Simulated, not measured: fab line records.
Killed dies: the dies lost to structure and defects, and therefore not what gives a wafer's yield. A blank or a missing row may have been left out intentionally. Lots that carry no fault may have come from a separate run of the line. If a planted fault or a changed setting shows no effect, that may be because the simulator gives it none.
fab line records | flow n5-finfet | part 2 of 2: steps 5 to 6 of 6
record: lots: 22 wafers: 66 last-day: 17
route steps=1938 shown BEOL_M5@1179 BEOL_M6@1216
lots that met no fault: taken from a fault-free run of the same line
start-h: start of the lot's first displayed wafer, in hours after the record's first day | wait-h: hours elapsed since this lot's preceding step | " unchanged from the row above | L1.1+2: several wafers, shown together as one row | - no value, or no start given | * or withheld: withheld | < > ~ a bound
route shown NAME@n: a module of which the file shows steps, and the number in the route of the first | usual: average and standard deviation across the fault-free wafers | same: alike in all rows | chamber/n: place in a boat | sites: readings site by site | _std_site: standard deviation across them | _edge_site: mean of outer sites minus mean of inner sites | radius-mm: how far each site lies from the wafer's centre | mask NAME#n: copy n | behind: the last tool/chamber to shape the wafer | hold: why the lot was held/for how many hours/how that ended | device: transistor that didn't switch, given as n, p or np | end of line: the same wafers' tests at the end of the route | a step given without rows: its recipe and nothing more | killed: dies lost to structure and defects at the first sort, not the wafer's yield | map: dies across one wafer; x = killed, . = not, _ = none there
set.NAME: the run value of the setting; set.NAME@STEP: its run value at that earlier step | model.NAME: the simulator's own value behind a step, which no gauge read
one table for each step of the route and one row for each wafer, over a sample of lots
services: a tool's chamber out of use, with start hour (start-h, from the record's first day; less than 0 if before it), hours out, and reason
== steps ==
step: N5_BEOL_M6_STRIP_80
recipe: chemistry: N2/H2 time-s: 10 power-w: 450 temp-c: 40 pressure-mtorr: 20 rf-frequency-hz: 6e+07 bias-power-w: 7 n2-flow-sccm: 200 h2-flow-sccm: 200
usual: bias-power-w: 6.999/0.021 drypump-motor-current-A: 5.6/0.42 oes-product-au: 0.81/0.088 rf-vpp-V: 59.2/0.93 showerhead-plenum-p-Torr: 2.54/0.059 throttle-valve-pct: 23.8/0.35
columns lot.wafer tool chamber start-h wait-h bias-power-w drypump-motor-current-A oes-product-au rf-hours-counter-h rf-vpp-V showerhead-plenum-p-Torr throttle-valve-pct
L075.3 rie-diel-03 3 - - 7.013 5.5 0.91 22 58.5 2.60 24.0
L075.4 " 1 " " 7.013 6.4 0.83 76 57.1 2.57 23.7
L075.6 " 3 " " 7.024 5.5 0.92 - 59.9 2.60 24.1
L076.2 rie-diel-03 2 - - 6.970 5.4 0.68 242 60.5 2.60 23.7
L076.3 " 1 " " 6.984 6.3 0.81 86 60.1 2.57 23.7
L076.5 " 2 " " 6.970 5.4 0.68 - 58.7 2.60 23.7
L077.4 rie-diel-04 1 - - 7.005 5.3 0.84 54 58.8 2.50 24.1
L077.5 " 1 " " 7.006 5.3 0.84 - 58.7 2.50 24.1
L077.6 " 2 " " 7.005 5.5 0.90 - 57.7 2.50 24.0
L079.2 rie-diel-03 1 - - 6.987 6.3 0.81 91 58.7 2.56 23.7
L079.3 " 3 " " 7.016 5.5 0.89 36 59.2 2.60 24.1
L079.6 " 2 " " 7.028 5.3 0.68 - 60.1 2.60 23.7
L078.1 rie-diel-05 0 - - 6.994 6.0 0.71 197 58.4 2.42 23.6
L078.2 " 1 " " 7.039 5.3 0.90 28 58.2 2.62 24.4
L078.6 " 1 " " 7.040 5.3 0.90 - 58.6 2.62 24.4
L080.2 rie-diel-04 2 - - 6.990 5.5 0.89 37 60.4 2.49 24.0
L080.3 " 1 " " 6.957 5.3 0.83 60 59.0 2.50 24.1
L080.6 " 2 " " 6.966 5.5 0.89 - 58.9 2.49 24.0
L081.2 rie-diel-05 0 - - 6.961 6.0 0.71 198 58.2 2.42 23.5
L081.5 " 0 " " 6.989 6.0 0.71 - 58.3 2.42 23.6
L081.6 " 2 " " 6.982 5.3 0.74 - 60.0 2.57 24.1
L082.1 rie-diel-03 0 - - 7.019 5.8 0.95 9 58.3 2.50 23.3
L082.3 " 1 " " 7.005 6.3 0.80 97 61.3 2.56 23.8
L082.4 " 3 " " 6.997 5.5 0.87 - 60.0 2.59 24.1
L083.1 rie-diel-05 0 - - 7.000 6.0 0.71 204 59.6 2.41 23.6
L083.2 " 1 " " 7.029 5.3 0.89 35 61.4 2.61 24.4
L083.4 " 2 " " 7.046 5.3 0.74 133 59.0 2.57 24.1
L084.2 rie-diel-03 0 - - 7.015 5.8 0.92 18 59.2 2.49 23.3
L084.3 " 2 " " 7.004 5.3 0.99 2 59.7 2.59 23.3
L084.6 " 3 " " 7.024 5.5 0.86 - 59.1 2.59 24.1
L087.3 rie-diel-04 2 - - 7.002 5.5 0.87 57 57.6 2.49 24.0
L087.5 " 3 " " 7.022 6.3 0.97 - 59.7 2.61 23.8
L087.6 " 2 " " 7.002 5.5 0.86 - 59.1 2.49 24.0
L086.2 rie-diel-04 2 - - 6.964 5.5 0.85 58 59.3 2.49 24.0
L086.4 " 3 " " 7.028 6.3 0.96 6 58.6 2.61 23.8
L086.6 " 1 " " 7.003 5.3 0.81 - 60.0 2.49 24.2
L085.1 rie-diel-04 2 - - 7.033 5.5 0.86 58 58.0 2.49 24.0
L085.3 " 0 " " 7.001 4.9 0.80 108 59.2 2.52 23.1
L085.4 " 3 " " 6.998 6.2 0.96 6 60.1 2.61 23.8
L088.1 rie-diel-05 3 - - 6.981 5.8 0.69 213 60.1 2.50 23.8
L088.5 " 2 " " 7.026 5.3 0.72 - 58.0 2.56 24.1
L088.6 " 3 " " 7.004 5.9 0.69 - 57.0 2.50 23.8
L091.1 rie-diel-03 3 - - 6.981 5.5 0.84 67 59.7 2.58 24.1
L091.2 " 0 " " 6.997 5.8 0.90 32 58.6 2.49 23.3
L091.6 " 2 " " 7.014 5.3 0.95 - 59.1 2.59 23.3
L090.2 rie-diel-03 0 - - 7.004 5.8 0.90 33 58.3 2.49 23.3
L090.4 " 3 " " 6.979 5.5 0.84 68 58.5 2.58 24.1
L090.5 " 0 " " 6.998 5.8 0.90 - 59.9 2.49 23.3
L092.1 rie-diel-05 1 - - 6.995 5.3 0.86 55 60.6 2.61 24.4
L092.4 " 0 " " 6.993 6.0 0.69 224 58.1 2.41 23.6
L092.6 " 3 " " 6.989 5.8 0.67 - 59.8 2.50 23.8
L093.1 rie-diel-04 0 - - 6.989 4.8 0.79 114 59.7 2.52 23.1
L093.3 " 2 " " 7.028 5.5 0.84 66 58.5 2.48 24.0
L093.4 " 1 " " 6.971 5.3 0.80 88 58.8 2.49 24.2
L094.2 rie-diel-05 2 - - 7.014 5.3 0.71 153 60.5 2.56 24.1
L094.3 " 3 " " 6.990 5.8 0.67 216 62.3 2.50 23.8
L094.5 " 1 " " 6.984 5.3 0.85 - 60.4 2.60 24.4
L095.4 rie-diel-04 2 - - 6.984 5.5 0.83 73 59.2 2.48 24.0
L095.5 " 0 " " 6.967 4.9 0.79 - 57.9 2.51 23.2
L095.6 " 1 " " 7.022 5.3 0.79 - 60.3 2.49 24.2
L096.4 rie-diel-04 0 - - 6.974 4.8 0.79 124 58.2 2.51 23.2
L096.5 " 2 " " 7.012 5.5 0.83 - 59.2 2.48 24.0
L096.6 " 1 " " 7.001 5.2 0.79 - 57.2 2.49 24.2
L097.1 rie-diel-05 0 - - 6.983 6.0 0.68 238 57.7 2.40 23.6
L097.4 " 3 " " 7.024 5.8 0.68 227 59.1 2.49 23.8
L097.5 " 2 " " 6.997 5.3 0.70 - 59.4 2.55 24.1
step: N5_BEOL_M6_CURE_75
recipe: temp-c: 370 time-s: 120 ambient: DMADMS/He material: SiCOH_lowk
usual: lamp-power-pct: 52.31/0.053 wafer_temp_C_max: 372.0/0.71
columns lot.wafer tool chamber start-h wait-h lamp-power-pct wafer_temp_C_max
L075.3 uv-cure-03 1 178.65 0.1 52.26 372.8
L075.4 " 1 " " 52.41 372.4
L075.6 " 1 " " 52.21 373.3
L076.2 uv-cure-01 1 198.68 0.2 52.28 371.6
L076.3 " 1 " " 52.36 371.4
L076.5 " 1 " " 52.39 371.2
L077.4 uv-cure-03 2 202.00 0.2 52.27 372.7
L077.5 " 2 " " 52.30 372.4
L077.6 " 2 " " 52.30 372.5
L079.2 uv-cure-01 0 209.70 0.1 52.28 372.3
L079.3 " 0 " " 52.26 371.8
L079.6 " 0 " " 52.26 371.6
L078.1 uv-cure-02 2 215.74 0.0 52.25 371.5
L078.2 " 2 " " 52.25 372.0
L078.6 " 2 " " 52.29 371.8
L080.2 uv-cure-03 0 216.35 0.1 52.30 371.6
L080.3 " 0 " " 52.27 372.0
L080.6 " 0 " " 52.30 371.1
L081.2 uv-cure-03 1 219.37 0.1 52.32 373.0
L081.5 " 1 " " 52.29 372.9
L081.6 " 1 " " 52.33 372.9
L082.1 uv-cure-03 0 228.05 0.5 52.42 372.1
L082.3 " 0 " " 52.30 371.9
L082.4 " 0 " " 52.36 372.3
L083.1 uv-cure-01 1 231.46 0.0 52.32 371.8
L083.2 " 1 " " 52.31 372.5
L083.4 " 1 " " 52.34 371.4
L084.2 uv-cure-01 1 246.42 0.1 52.33 371.3
L084.3 " 1 " " 52.31 372.5
L084.6 " 1 " " 52.29 371.4
L087.3 uv-cure-01 0 264.03 0.1 52.32 372.6
L087.5 " 0 " " 52.36 371.8
L087.6 " 0 " " 52.25 371.6
L086.2 uv-cure-03 1 267.44 0.1 52.29 372.9
L086.4 " 1 " " 52.24 372.6
L086.6 " 1 " " 52.38 373.5
L085.1 uv-cure-01 1 267.79 0.0 52.31 371.9
L085.3 " 1 " " 52.22 371.7
L085.4 " 1 " " 52.34 372.1
L088.1 uv-cure-01 0 287.77 0.0 52.34 372.7
L088.5 " 0 " " 52.20 371.5
L088.6 " 0 " " 52.37 371.4
L091.1 uv-cure-02 1 289.26 0.0 52.22 371.0
L091.2 " 1 " " 52.23 371.6
L091.6 " 1 " " 52.32 370.9
L090.2 uv-cure-03 0 290.34 0.1 52.31 371.3
L090.4 " 0 " " 52.27 371.3
L090.5 " 0 " " 52.24 372.9
L092.1 uv-cure-01 0 291.62 0.0 52.27 371.7
L092.4 " 0 " " 52.32 371.5
L092.6 " 0 " " 52.36 371.6
L093.1 uv-cure-01 0 292.15 0.0 52.25 371.7
L093.3 " 0 " " 52.34 370.9
L093.4 " 0 " " 52.34 371.4
L094.2 uv-cure-01 2 295.93 0.1 52.25 371.5
L094.3 " 2 " " 52.33 371.2
L094.5 " 2 " " 52.35 371.8
L095.4 uv-cure-01 0 312.98 0.2 52.27 371.4
L095.5 " 0 " " 52.33 371.4
L095.6 " 0 " " 52.33 371.8
L096.4 uv-cure-03 1 317.81 0.2 52.31 373.3
L096.5 " 1 " " 52.31 372.9
L096.6 " 1 " " 52.32 373.9
L097.1 uv-cure-03 2 330.97 0.0 52.35 372.6
L097.4 " 2 " " 52.29 372.4
L097.5 " 2 " " 52.34 372.7
== services ==
columns tool chamber start-h hours kind
rie-diel-04 3 149.33 7.2 repair
uv-cure-01 - 159.19 2.8 pm
pvd-sputter-02 - 166.21 1.9 repair
rie-diel-04 2 169.75 12.7 repair
pvd-sputter-03 - 186.93 2.6 repair
uv-cure-01 - 187.22 2.1 pm
rie-diel-04 2 205.62 6.8 repair
uv-cure-02 - 220.88 7.5 pm
uv-cure-03 - 221.77 2.8 pm
uv-cure-03 - 225.99 0.6 repair
uv-cure-02 - 228.57 1.0 pm
rie-diel-04 3 229.79 - clean
rie-diel-04 3 229.79 - consumable-replace:focus-ring
uv-cure-03 - 242.40 13.2 repair
rie-diel-05 3 257.16 2.8 repair
uv-cure-01 - 270.59 1.0 pm
rie-diel-04 2 277.62 3.7 repair
uv-cure-01 - 282.47 1.0 repair
pvd-sputter-01 - 301.73 2.1 repair
pvd-sputter-01 - 310.66 1.0 repair
rie-diel-05 - 312.87 0.5 repair
rie-diel-05 - 314.04 0.3 repair
pvd-sputter-01 - 328.15 1.8 repair
rie-diel-03 3 328.53 19.9 repair
